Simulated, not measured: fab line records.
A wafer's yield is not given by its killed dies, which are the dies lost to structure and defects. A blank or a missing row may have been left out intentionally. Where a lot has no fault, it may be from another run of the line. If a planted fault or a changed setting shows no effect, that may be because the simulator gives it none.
Matching of chambers | flow n5_finfet | N5_DUMMY_GATE_ETCH_31 on rie_diel-05: 4 sister chambers
The step etches SiO2 in C4F6/O2, target depth 82.5 nm, time 27.5 s. 30 wafers are shown with their chamber, then 12 later ones without.

== EACH WAFER AND ITS CHAMBER ==
wafer  | chamber | throttle_valve_pct (%) | drypump_motor_current_A (A) | rf_vpp_V (V)
L074.2 | 1       | 21.33                  | 5.18                        | 670
L074.3 | 2       | 21.44                  | 5.64                        | 649
L074.5 | 1       | 21.34                  | 5.18                        | 670
L075.3 | 2       | 21.44                  | 5.65                        | 648
L075.4 | 2       | 21.46                  | 5.66                        | 648
L075.6 | 0       | 21.10                  | 5.76                        | 652
L077.1 | 0       | 21.10                  | 5.80                        | 654
L077.2 | 2       | 21.46                  | 5.64                        | 648
L077.5 | 0       | 21.08                  | 5.79                        | 653
L078.2 | 1       | 21.36                  | 5.20                        | 669
L078.3 | 0       | 21.10                  | 5.78                        | 652
L078.6 | 0       | 21.10                  | 5.75                        | 652
L080.1 | 1       | 21.36                  | 5.21                        | 671
L080.3 | 0       | 21.10                  | 5.79                        | 652
L080.4 | 2       | 21.46                  | 5.63                        | 649
L081.1 | 3       | 20.75                  | 5.75                        | 668
L081.2 | 1       | 21.37                  | 5.16                        | 669
L081.4 | 3       | 20.75                  | 5.76                        | 667
L085.3 | 3       | 20.76                  | 5.75                        | 666
L085.5 | 0       | 21.13                  | 5.78                        | 651
L085.6 | 1       | 21.36                  | 5.22                        | 669
L086.1 | 1       | 21.35                  | 5.20                        | 668
L086.2 | 2       | 21.48                  | 5.68                        | 648
L086.4 | 0       | 21.12                  | 5.83                        | 653
L087.4 | 1       | 21.37                  | 5.16                        | 669
L087.5 | 1       | 21.36                  | 5.19                        | 670
L087.6 | 2       | 21.49                  | 5.64                        | 648
L091.1 | 3       | 20.76                  | 5.76                        | 667
L091.3 | 1       | 21.39                  | 5.16                        | 669
L091.6 | 2       | 21.49                  | 5.67                        | 648

SIGNATURES, as means of the wafers listed above
reading                 | chamber 0 | chamber 1 | chamber 2 | chamber 3 | scatter within a chamber
throttle_valve_pct      | 21.1038   | 21.3590   | 21.4650   | 20.7550   | 0.0164
drypump_motor_current_A | 5.7850    | 5.1860    | 5.6513    | 5.7550    | 0.0202
rf_vpp_V                | 652.38    | 669.40    | 648.25    | 667.00    | 0.779
Rule: a wafer's distance from a chamber is the root of the sum, over the readings, of the square of ((its reading less the chamber's mean) divided by the reading's scatter). The wafer belongs to the nearest chamber; if the next one is less than 2 further off, it can't be placed. The scatter is the square root of a quotient: the sum, over the shown wafers, of each reading's squared deviation from its chamber's mean, divided by wafers minus chambers.

== WAFERS WHOSE CHAMBER IS MISSING ==
wafer  | throttle_valve_pct (%) | drypump_motor_current_A (A) | rf_vpp_V (V)
L094.1 | 21.38                  | 5.21                        | 669
L094.2 | 21.16                  | 5.79                        | 652
L094.3 | 21.50                  | 5.68                        | 649
L094.4 | 21.51                  | 5.66                        | 648
L094.5 | 21.15                  | 5.77                        | 652
L094.6 | 21.40                  | 5.20                        | 672
L096.3 | 21.39                  | 5.18                        | 670
L096.5 | 20.77                  | 5.75                        | 668
L096.6 | 21.15                  | 5.79                        | 651
L097.1 | 21.41                  | 5.18                        | 669
L097.3 | 21.16                  | 5.76                        | 652
L097.5 | 20.79                  | 5.75                        | 667

== WHICH CHAMBER EACH WENT THROUGH ==
wafer  | from the rows above | in truth
L094.1 | 1                   | 1
L094.2 | 0                   | 0
L094.3 | 2                   | 2
L094.4 | 2                   | 2
L094.5 | 0                   | 0
L094.6 | 1                   | 1
L096.3 | 1                   | 1
L096.5 | 3                   | 3
L096.6 | 0                   | 0
L097.1 | 1                   | 1
L097.3 | 0                   | 0
L097.5 | 3                   | 3
Correct placement for 12 of the 12. Number that these rows cannot place: 0. Placed wrongly: 0.
